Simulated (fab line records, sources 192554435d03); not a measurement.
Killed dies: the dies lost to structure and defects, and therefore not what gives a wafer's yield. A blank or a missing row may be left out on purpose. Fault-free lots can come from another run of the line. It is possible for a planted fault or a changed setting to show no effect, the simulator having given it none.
Split-lot trial	flow n5_finfet	on a route of 1938 steps: 7 lots, 21 wafers read

SPLIT DETAILS
At N5_BEOL_M0_SAQP_SPACER1_ALD_98 (deposits SiO2, target thk 12.8 nm, pulse time 1 s, purge time 2 s), the setting temp_c was moved away from the recipe's 300 C on 10 of the 21 wafers read, by -3.0% to +1.4%. All remaining wafers had this setting at the recipe value.

FROM THE SPLIT TO THE READING: what the file shows between them, 1 step
- N5_BEOL_M0_SAQP_SPACER1_ETCHBACK_99: etches SiO2 in CHF3/O2, target depth 15.4 nm, time 7.7 s

THE READING
SiO2_of_BEOL_M0_SAQP_SPACER1_ALD_98.thk_nm (the simulator's own value, which no gauge read), in nm, at N5_BEOL_M0_SAQP_MANDREL1_REMOVE_100 (chemistry HBr/Cl2/O2, target a-Si, stops on SiNx, bt time 10 s). The file gives no usual value for it. Here, 11 wafers ran the recipe; their average is 7.4 nm with a standard deviation of 0.077 nm.

wafer	tool, chamber at the split	temp_c as run, C	against the recipe	SiO2_of_BEOL_M0_SAQP_SPACER1_ALD_98.thk_nm, nm	against lot-mates on the recipe
L075.1	ald_sin-03, 2	300	recipe	7.4	-
L075.3	ald_sin-03, 3,0	294.5	-1.8%	7.6	+0.2
L075.6	ald_sin-03, 3,0	294.5	-1.8%	7.6	+0.2
L076.4	ald_sin-01, 3,1	294.4	-1.9%	7.8	+0.4
L076.5	ald_sin-01, 3,1	294.4	-1.9%	7.8	+0.4
L076.6	ald_sin-01, 2	300	recipe	7.4	-
L084.1	ald_sin-01, 1,3	292	-2.7%	7.8	+0.4
L084.3	ald_sin-01, 1,3	292	-2.7%	7.8	+0.4
L084.2	ald_sin-01, 2	300	recipe	7.4	-
L087.1	ald_sin-04, 1,0	291.1	-3.0%	7.8	+0.4
L087.2	ald_sin-04, 1,0	291.1	-3.0%	7.8	+0.4
L087.6	ald_sin-04, 3	300	recipe	7.4	-
L090.1	ald_sin-04, 2	304.3	+1.4%	7.4	+0.0
L090.3	ald_sin-04, 0	304.3	+1.4%	7.4	+0.0
L090.6	ald_sin-04, 1	300	recipe	7.4	-
L092.2	ald_sin-03, 2,0,2	300	recipe	7.4	-
L092.3	ald_sin-03, 2,0,2	300	recipe	7.4	-
L092.6	ald_sin-03, 2,0,2	300	recipe	7.4	-
L097.1	ald_sin-01, 0,2	300	recipe	7.6	-
L097.5	ald_sin-01, 0,2	300	recipe	7.6	-
L097.6	ald_sin-01, 3	300	recipe	7.4	-
The file does not say which wafer passed through which chamber wherever a row lists several chambers: such a row stands for several wafers.

THE FIT
A straight line over all 21 wafers: SiO2_of_BEOL_M0_SAQP_SPACER1_ALD_98.thk_nm changes by -0.115 nm for each +1% of temp_c; r = -0.89; the points scatter about the line by 0.085 nm.
The same after taking each lot's own level away (the mean of its wafers on the recipe; 21 wafers): -0.123 nm for each +1%; r = -0.90; scatter 0.081 nm.
On that fit, the largest move of temp_c shifts the reading by 0.36 nm.
Across the lots, their own levels run from 7.40 to 7.53 nm, a range of 1.7 times the standard deviation given above.
The two slopes are in agreement: the lot-to-lot level therefore moves the slope only a little.
Check: for one of the wafers moved furthest among these (-3.0%), held out of the fit, the line's prediction against its lot-mates is +0.406 nm. Against them it came out at +0.4 nm.

THESE WAFERS: OTHER SPLITS
Before the reading, these wafers also passed through other splits. Each is held against what the fit with the lots' levels taken away leaves over:
other split on the same wafers	wafers away from the commonest value	r with SiO2_of_BEOL_M0_SAQP_SPACER1_ALD_98.thk_nm (lot level and that fit taken away)
N5_HKMG_FIN_ETCH_55 bias_w	8	+0.02
N5_MOL_CONTACT_COAG_EXPOSE_05 dose_mj	7	+0.23
N5_MOL_CONTACT_COAG_ETCH_47 over_etch_frac	9	+0.08

THE WHOLE CHAIN: every reading that the file lists as answering this split, in the file's order
step	what it does	reading	change (the file's fit)	r (the file's)
N5_BEOL_M0_SAQP_SPACER1_ALD_98	deposits SiO2, target thk 12.8 nm, pulse time 1 s, purge time 2 s	SiO2_of_BEOL_M0_SAQP_SPACER1_ALD_98.thk_nm (the simulator's own value, which no gauge read)	-0.126 nm for each +1% of the setting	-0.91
N5_BEOL_M0_SAQP_MANDREL1_REMOVE_100	chemistry HBr/Cl2/O2, target a-Si, stops on SiNx, bt time 10 s	SiO2_of_BEOL_M0_SAQP_SPACER1_ALD_98.thk_nm (the simulator's own value, which no gauge read)	-0.136 nm for each +1% of the setting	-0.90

FILE'S OWN FIT
SiO2_of_BEOL_M0_SAQP_SPACER1_ALD_98.thk_nm changes by -0.136 nm for each +1% of temp_c, r = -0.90.
